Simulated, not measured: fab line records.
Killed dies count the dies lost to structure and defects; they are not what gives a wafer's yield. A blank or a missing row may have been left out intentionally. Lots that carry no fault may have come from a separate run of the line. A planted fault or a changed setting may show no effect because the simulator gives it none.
Matching of chambers + flow nandHarc + NHARC_A_STAIRCASE_ETCH_169 on rieDiel-11 has 4 sister chambers
The step etches the open film in CH3F/O2, target depth 50 nm, time 107.1 s. 8 wafers are shown with their chamber, then 9 later ones without.

WAFERS, EACH WITH ITS CHAMBER
| wafer  | chamber | drypumpMotorCurrentA (A) | showerheadPlenumPTorr (Torr) |
|--------|---------|--------------------------|------------------------------|
| L077.5 | 2       | 6.3                      | 2.35                         |
| L084.2 | 0       | 5.5                      | 2.46                         |
| L084.5 | 0       | 5.5                      | 2.46                         |
| L088.5 | 2       | 6.4                      | 2.34                         |
| L088.6 | 3       | 5.9                      | 2.38                         |
| L091.2 | 3       | 5.9                      | 2.38                         |
| L091.4 | 1       | 5.8                      | 2.40                         |
| L091.5 | 1       | 5.9                      | 2.40                         |

WAFERS WITHOUT THEIR CHAMBER
| wafer  | drypumpMotorCurrentA (A) | showerheadPlenumPTorr (Torr) |
|--------|--------------------------|------------------------------|
| L093.1 | 5.9                      | 2.37                         |
| L093.2 | 6.4                      | 2.33                         |
| L093.5 | 6.4                      | 2.33                         |
| L095.1 | 5.5                      | 2.44                         |
| L095.2 | 5.9                      | 2.37                         |
| L095.5 | 5.9                      | 2.37                         |
| L096.3 | 5.5                      | 2.44                         |
| L096.5 | 5.8                      | 2.37                         |
| L096.6 | 5.5                      | 2.44                         |

EACH ONE'S CHAMBER
| wafer  | from the rows above | in truth |
|--------|---------------------|----------|
| L093.1 | 3                   | 3        |
| L093.2 | 2                   | 2        |
| L093.5 | 2                   | 2        |
| L095.1 | 0                   | 0        |
| L095.2 | 3                   | 3        |
| L095.5 | 3                   | 3        |
| L096.3 | 0                   | 0        |
| L096.5 | 3                   | 3        |
| L096.6 | 0                   | 0        |
Placed correctly: 9 of 9. From these rows, 0 cannot be placed. Number placed wrongly: 0.
How it was worked out, from the rows above alone: a wafer's distance from a chamber is the root of the sum, over the readings, of the square of ((its reading less the chamber's mean) divided by the reading's scatter). If the next closest chamber is less than 2 further off than the closest, the wafer can't be placed; otherwise it belongs to the closest. Each chamber's mean is taken over the wafers shown for it. The scatter: the root of (the sum of the squares of (reading less its chamber's mean) over the shown wafers, divided by (wafers less chambers)).
